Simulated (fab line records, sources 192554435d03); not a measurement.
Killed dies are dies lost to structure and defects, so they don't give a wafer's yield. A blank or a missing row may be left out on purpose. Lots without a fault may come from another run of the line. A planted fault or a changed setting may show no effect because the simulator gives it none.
Which tool did it? | flow n5_finfet | 10 lots, 28 wafers sampled, at 4 steps of a route of 1938

WHAT THE GAUGES READ, wafer by wafer
The record holds no reading of a measuring or inspecting step that can be judged against a usual standard deviation.

WHICH TOOL RAN EACH LOT (tool, then ch and the chambers of the sampled wafers, then the start)
lot  | N5_BEOL_M5_ETCH_75                 | N5_BEOL_M5_ETCH_68                 | N5_BEOL_M5_ETCH_41                 | N5_BEOL_M5_STRIP_91
L886 | rie_diel-03 ch 2,3, day 8 06:55    | rie_diel-03 ch 2,3, day 8 06:58    | rie_diel-03 ch 2,3, day 8 07:10    | rie_diel-03 ch 2,3, no start
L890 | rie_diel-01 ch 0,2, day 9 04:58    | rie_diel-01 ch 0,2, day 9 05:01    | rie_diel-01 ch 0,2, day 9 05:13    | rie_diel-01 ch 0,2, no start
L892 | rie_diel-01 ch 1,2,3, day 9 12:11  | rie_diel-01 ch 1,2,3, day 9 12:14  | rie_diel-01 ch 1,2,3, day 9 12:27  | rie_diel-01 ch 1,2,3, no start
L893 | rie_diel-03 ch 0,2,3, day 9 21:14  | rie_diel-03 ch 0,2,3, day 9 21:16  | rie_diel-03 ch 0,2,3, day 9 21:29  | rie_diel-03 ch 0,2,3, no start
L898 | rie_diel-03 ch 0,1,3, day 11 00:36 | rie_diel-03 ch 0,1,3, day 11 00:38 | rie_diel-03 ch 0,1,3, day 11 00:52 | rie_diel-03 ch 0,1,3, no start
L899 | rie_diel-04 ch 0,1, day 11 15:08   | rie_diel-04 ch 0,1, day 11 15:11   | rie_diel-04 ch 0,1, day 11 15:24   | rie_diel-04 ch 0,1, no start
L902 | rie_diel-01 ch 0,1,3, day 12 00:20 | rie_diel-01 ch 0,1,3, day 12 00:23 | rie_diel-01 ch 0,1,3, day 12 00:36 | rie_diel-01 ch 0,1,3, no start
L900 | rie_diel-01 ch 0,2,3, day 12 05:46 | rie_diel-01 ch 0,2,3, day 12 05:49 | rie_diel-01 ch 0,2,3, day 12 06:02 | rie_diel-01 ch 0,2,3, no start
L901 | rie_diel-04 ch 0,1,2, day 12 05:58 | rie_diel-04 ch 0,1,2, day 12 06:01 | rie_diel-04 ch 0,1,2, day 12 06:14 | rie_diel-04 ch 0,1,2, no start
L904 | rie_diel-01 ch 0,1, day 12 19:35   | rie_diel-01 ch 0,1, day 12 19:38   | rie_diel-01 ch 0,1, day 12 19:51   | rie_diel-01 ch 0,1, no start
- N5_BEOL_M5_ETCH_75: etches underlayer in N2/H2, target depth 6.5 nm, time 5.2 s.
- N5_BEOL_M5_ETCH_68: etches SOC in N2/H2, target depth 80 nm, overetch 16 nm, time 120 s.
- N5_BEOL_M5_ETCH_41: etches SiCN in CH3F/O2, target depth 31.5 nm, time 56.7 s.
- N5_BEOL_M5_STRIP_91: strips in N2/H2, time 10 s.

WHAT THE TOOLS THEMSELVES READ (means of the sampled wafers that have a number; where no wafer has one, the mark that the record gives instead)
N5_BEOL_M5_ETCH_75.
lot  | tool        | drypump_motor_current_A (A) | etch_rf_on_time_s (s) | oes_product_au (a.u.) | rf_vpp_V (V) | showerhead_plenum_p_Torr (Torr) | throttle_valve_pct (%)
L886 | rie_diel-03 | 5.8                         | 5.28                  | 0.59                  | 521.5        | 2.51                            | 17.84
L890 | rie_diel-01 | 5.2                         | 5.11                  | 0.77                  | 525.1        | 2.55                            | 17.55
L892 | rie_diel-01 | 5.9                         | 5.20                  | 0.71                  | 521.8        | 2.50                            | 17.80
L893 | rie_diel-03 | 5.6                         | 5.33                  | 0.64                  | 523.4        | 2.53                            | 17.72
L898 | rie_diel-03 | 5.5                         | 5.13                  | 0.65                  | 527.3        | 2.57                            | 17.64
L899 | rie_diel-04 | 6.2                         | 5.27                  | 0.69                  | 525.8        | 2.56                            | 17.93
L902 | rie_diel-01 | 5.5                         | 5.22                  | 0.68                  | 522.7        | 2.51                            | 17.85
L900 | rie_diel-01 | 5.7                         | 5.14                  | 0.74                  | 524.4        | 2.51                            | 17.63
L901 | rie_diel-04 | 6.0                         | 5.21                  | 0.71                  | 523.6        | 2.58                            | 18.01
L904 | rie_diel-01 | 5.0                         | 5.21                  | 0.65                  | 524.2        | 2.53                            | 17.93

N5_BEOL_M5_ETCH_68.
lot  | tool        | drypump_motor_current_A (A) | oes_product_au (a.u.) | rf_vpp_V (V) | showerhead_plenum_p_Torr (Torr) | throttle_valve_pct (%)
L886 | rie_diel-03 | 5.8                         | 0.55                  | 523.4        | 2.51                            | 17.82
L890 | rie_diel-01 | 5.2                         | 0.68                  | 523.8        | 2.55                            | 17.51
L892 | rie_diel-01 | 5.9                         | 0.64                  | 522.4        | 2.50                            | 17.77
L893 | rie_diel-03 | 5.6                         | 0.57                  | 523.2        | 2.53                            | 17.68
L898 | rie_diel-03 | 5.5                         | 0.58                  | 525.0        | 2.57                            | 17.61
L899 | rie_diel-04 | 6.3                         | 0.62                  | 524.8        | 2.56                            | 17.89
L902 | rie_diel-01 | 5.5                         | 0.61                  | 523.2        | 2.51                            | 17.82
L900 | rie_diel-01 | 5.7                         | 0.66                  | 522.6        | 2.51                            | 17.61
L901 | rie_diel-04 | 6.0                         | 0.64                  | 524.9        | 2.58                            | 17.98
L904 | rie_diel-01 | 5.0                         | 0.59                  | 523.5        | 2.53                            | 17.89

N5_BEOL_M5_ETCH_41.
lot  | tool        | drypump_motor_current_A (A) | oes_product_au (a.u.) | rf_vpp_V (V) | showerhead_plenum_p_Torr (Torr) | throttle_valve_pct (%)
L886 | rie_diel-03 | 5.9                         | 0.70                  | 297.1        | 1.99                            | 16.49
L890 | rie_diel-01 | 5.2                         | 0.90                  | 297.9        | 2.00                            | 15.99
L892 | rie_diel-01 | 5.9                         | 0.84                  | 296.6        | 1.96                            | 16.22
L893 | rie_diel-03 | 5.6                         | 0.74                  | 296.7        | 2.00                            | 16.29
L898 | rie_diel-03 | 5.5                         | 0.76                  | 297.2        | 2.03                            | 16.19
L899 | rie_diel-04 | 6.3                         | 0.82                  | 297.6        | 2.03                            | 16.43
L902 | rie_diel-01 | 5.5                         | 0.79                  | 296.5        | 1.98                            | 16.35
L900 | rie_diel-01 | 5.8                         | 0.86                  | 296.0        | 1.97                            | 16.08
L901 | rie_diel-04 | 6.0                         | 0.84                  | 297.6        | 2.04                            | 16.46
L904 | rie_diel-01 | 5.0                         | 0.68                  | 297.8        | 1.98                            | 16.40

N5_BEOL_M5_STRIP_91.
lot  | tool        | drypump_motor_current_A (A) | oes_product_au (a.u.) | rf_vpp_V (V) | showerhead_plenum_p_Torr (Torr) | throttle_valve_pct (%)
L886 | rie_diel-03 | 5.9                         | 0.71                  | 59.8         | 2.51                            | 23.6
L890 | rie_diel-01 | 5.2                         | 0.90                  | 59.7         | 2.55                            | 23.3
L892 | rie_diel-01 | 5.9                         | 0.84                  | 59.3         | 2.50                            | 23.6
L893 | rie_diel-03 | 5.6                         | 0.74                  | 59.9         | 2.52                            | 23.4
L898 | rie_diel-03 | 5.6                         | 0.76                  | 59.7         | 2.56                            | 23.3
L899 | rie_diel-04 | 6.3                         | 0.83                  | 59.4         | 2.56                            | 23.8
L902 | rie_diel-01 | 5.5                         | 0.79                  | 59.4         | 2.51                            | 23.6
L900 | rie_diel-01 | 5.7                         | 0.87                  | 59.3         | 2.51                            | 23.4
L901 | rie_diel-04 | 6.0                         | 0.84                  | 59.3         | 2.58                            | 23.9
L904 | rie_diel-01 | 5.0                         | 0.77                  | 59.2         | 2.53                            | 23.7

THE ANSWER, worked out from the rows above alone
Rule: what is usual is taken from the lots themselves. Put in order of their means at a reading, lots are off if they are a third of the lots or fewer, leave a main group of 4 or more, and stand apart from it by a gap of 3 or more times the standard deviation of the main group's means; of several such gaps the widest counts. A main group whose means are all the same, to the digits that the tables above print for the reading, isn't used. A lot without any number at a reading at which 4 lots or more have one is off too. The other lots that the step has rows for count as sound. The gauges are gone through in route order, then the tools' own readings, and for those a lot's mean is taken as printed above. The first step at which some lot is off is used, and at that step the reading that is off furthest; a lot without a number counts as furthest.
No lot is off at any reading shown: from this, nothing can be told.

WHAT THE SIMULATOR HAD PUT IN
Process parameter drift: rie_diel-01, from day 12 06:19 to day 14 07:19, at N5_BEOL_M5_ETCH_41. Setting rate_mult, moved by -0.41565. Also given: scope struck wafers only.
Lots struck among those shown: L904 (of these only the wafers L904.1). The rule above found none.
